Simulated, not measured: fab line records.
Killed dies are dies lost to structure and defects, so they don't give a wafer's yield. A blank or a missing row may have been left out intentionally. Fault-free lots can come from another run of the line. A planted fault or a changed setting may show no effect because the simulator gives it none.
Chamber matching | flow n5Finfet | N5_ILD0_CMP_07 on cmp-02 has 4 sister chambers
The step polishes SiO2 flowable, stops on poly-Si, t overpolish 1.18 s, target thk 138.88 nm. 16 wafers are shown with their chamber, then 8 later ones without.

== WAFERS WITH THEIR CHAMBER ==
wafer  | chamber | motorCurrentA (A) | headPressurePsi (psi)
L075.1 | 1       | 12.0              | 4.140
L075.2 | 0       | 12.2              | 4.135
L075.6 | 0       | 11.8              | 4.128
L077.1 | 1       | 11.9              | 4.134
L077.4 | 0       | 12.2              | 4.139
L077.5 | 1       | 12.1              | 4.139
L078.1 | 1       | 12.2              | 4.152
L078.3 | 3       | 12.0              | 4.159
L078.5 | 2       | 12.0              | 4.165
L081.1 | 2       | 11.4              | 4.141
L081.3 | 3       | 12.4              | 4.149
L081.6 | 0       | 11.6              | 4.149
L082.2 | 2       | 11.4              | 4.148
L082.4 | 0       | 12.7              | 4.151
L082.5 | 3       | 11.8              | 4.146
L088.2 | 0       | 12.0              | 4.146

SIGNATURES, as means of the wafers listed above
reading         | chamber 0 | chamber 1 | chamber 2 | chamber 3 | scatter within a chamber
motorCurrentA   | 12.083    | 12.050    | 11.600    | 12.067    | 0.317
headPressurePsi | 4.14133   | 4.14125   | 4.15133   | 4.15133   | 0.00899
Rule: a wafer's distance from a chamber is the root of the sum, over the readings, of the square of ((its reading less the chamber's mean) divided by the reading's scatter). The wafer belongs to the nearest chamber; if the next one is less than 2 further off, it can't be placed. The scatter: the root of (the sum of the squares of (reading less its chamber's mean) over the shown wafers, divided by (wafers less chambers)).

== WAFERS WHOSE CHAMBER IS MISSING ==
wafer  | motorCurrentA (A) | headPressurePsi (psi)
L088.3 | 11.8              | 4.154
L088.5 | 11.9              | 4.145
L093.2 | 11.2              | 4.161
L093.3 | 11.8              | 4.157
L093.5 | 11.9              | 4.170
L094.1 | 11.4              | 4.147
L094.2 | 12.0              | 4.151
L094.3 | 11.2              | 4.146

== CHAMBER TAKEN BY EACH ==
wafer  | from the rows above               | in truth
L088.3 | can't be placed: 2 or 3 or 1 or 0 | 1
L088.5 | can't be placed: 1 or 0 or 3 or 2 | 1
L093.2 | can't be placed: 2 or 3 or 1 or 0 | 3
L093.3 | can't be placed: 2 or 3 or 1 or 0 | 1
L093.5 | can't be placed: 3 or 2 or 1 or 0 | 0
L094.1 | can't be placed: 2 or 1 or 3 or 0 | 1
L094.2 | can't be placed: 3 or 1 or 0 or 2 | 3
L094.3 | can't be placed: 2 or 1 or 3 or 0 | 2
Placed correctly: 0 of 8. Not placeable from these rows: 8 (in 8, the candidates include the true chamber). Wrongly placed: 0.
